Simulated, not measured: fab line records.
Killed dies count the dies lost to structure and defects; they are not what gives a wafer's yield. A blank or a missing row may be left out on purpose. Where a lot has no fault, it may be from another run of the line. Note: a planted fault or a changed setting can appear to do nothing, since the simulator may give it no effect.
A struck lot beside a sound one    flow nand harc    15 out of 1159 route steps
Sound: the wafers L304.4, L304.5, L304.6. Struck: wafer L317.2. (L317.1, L317.3 of the same lot were not struck and are left out.) The cause comes at the end.
At each step with rows: each side's tool, then ch and its chambers, then its first start. Under that, the readings that differ: sound wafers    struck wafers    difference of the means    sigmas: that difference in standard deviations of wafers without a fault.
alike: readings with means less than 2 such deviations apart, plus words and numbers identical on both sides. not compared: withheld readings, readings lacking a value on some wafer, bounds such as >300 that could conceal the same value, and numbers that have no deviation in the record and whose values overlap.
Wherever a step has rows on one side only, a row that says differs or no value, or a row with sigmas, the two part there. When numbers do not overlap yet have no deviation, they are printed without sigmas and do not part them. A reading missing from all wafers of one side parts the sides only when that side holds two or more wafers.

first, 7 steps without rows for these wafers: NHARC_A_CONTACT_COAT_35 (time 65 s); NHARC_A_CONTACT_COAT_36 (resist thk 90 nm); NHARC_A_CONTACT_SOFTBAKE_37 (time 55 s); NHARC_A_CONTACT_EBR_38; NHARC_A_CONTACT_EXPOSE_39 (exposes mask A CC 3); NHARC_A_CONTACT_PEB_40 (peb time 65 s); NHARC_A_CONTACT_DEVELOP_41 (develop time 35 s).
NHARC_A_CONTACT_CD_MEAS_42: the cd target is 200 nm.
  sound on cd sem-01 ch 0, day 16 09:02; struck on cd sem-03 ch 0, day 19 11:41
reading     sound              struck  difference  sigmas
cd nm (nm)  201.1 200.9 200.7  199.5   -1.4        -2
NHARC_A_CONTACT_OVL_MEAS_43:
  sound on overlay-02 at day 16 09:07; struck on overlay-01 at day 19 11:47
  alike: overlay x nm, overlay y nm
NHARC_A_CONTACT_INSPECT_44:
  sound on defect inspect-01 at day 16 09:10; struck on defect inspect-01 at day 19 11:49
  alike: raw defect count
NHARC_A_CONTACT_DESCUM_47: chemistry O2, time 3 s.
  sound on rie diel-03 ch 0,2,3, day 16 09:14; struck on rie diel-03 ch 1, day 19 11:53
reading                      sound        struck  difference  sigmas
drypump motor current A (A)  5.6 5.2 5.7  6.4     +0.9        +2
  alike: oes product au, rf vpp V, showerhead plenum p Torr, throttle valve pct
  not compared: rf hours counter h
NHARC_A_CONTACT_ETCH_48: etches the open film in CF4, target depth 39 nm, time 65 s.
  sound on rie diel-03 ch 0,2,3, day 16 09:19; struck on rie diel-03 ch 0, day 19 12:01
reading                 sound                 struck  difference  sigmas
throttle valve pct (%)  13.289 13.290 13.297  13.265  -0.027      -3
  alike: drypump motor current A, oes product au, rf vpp V, run length s, showerhead plenum p Torr
  not compared: rf hours counter h
NHARC_A_CONTACT_ETCH_49: etches the open film in N2/H2, target depth 260 nm, time 475.3 s.
  sound on rie diel-03 ch 0,1,3, day 16 09:28; struck on rie diel-03 ch 0, day 19 12:09
reading           sound              struck  difference  sigmas
run length s (s)  497.1 496.0 496.7  373.1   -123.5      -99 or more
  alike: drypump motor current A, oes product au, rf vpp V, showerhead plenum p Torr, throttle valve pct
  not compared: rf hours counter h
NHARC_A_CONTACT_ETCH_50: etches the open film in CF4/CHF3, target depth 84.7 nm, time 42.4 s.
  sound: rie diel-03 ch 0,1,2; struck: rie diel-03 ch 1
  alike: drypump motor current A, oes product au, rf vpp V, run length s, showerhead plenum p Torr, throttle valve pct
  not compared: rf hours counter h
-- the record jumps here: 3 days lie between the struck wafers' starts before and after (it left off in module A_CONTACT and takes up again in module END, whose first step shown is number 1159 of the route) --
NHARC_END_SORT_01:
  only the struck wafers appear in the record here, on prober-01 ch 0 at day 22 09:03; the sound ones have no rows

## WHERE THEY PART
First at NHARC_A_CONTACT_CD_MEAS_42; last, within this record, at NHARC_END_SORT_01.

WHY: the cause the simulator had injected
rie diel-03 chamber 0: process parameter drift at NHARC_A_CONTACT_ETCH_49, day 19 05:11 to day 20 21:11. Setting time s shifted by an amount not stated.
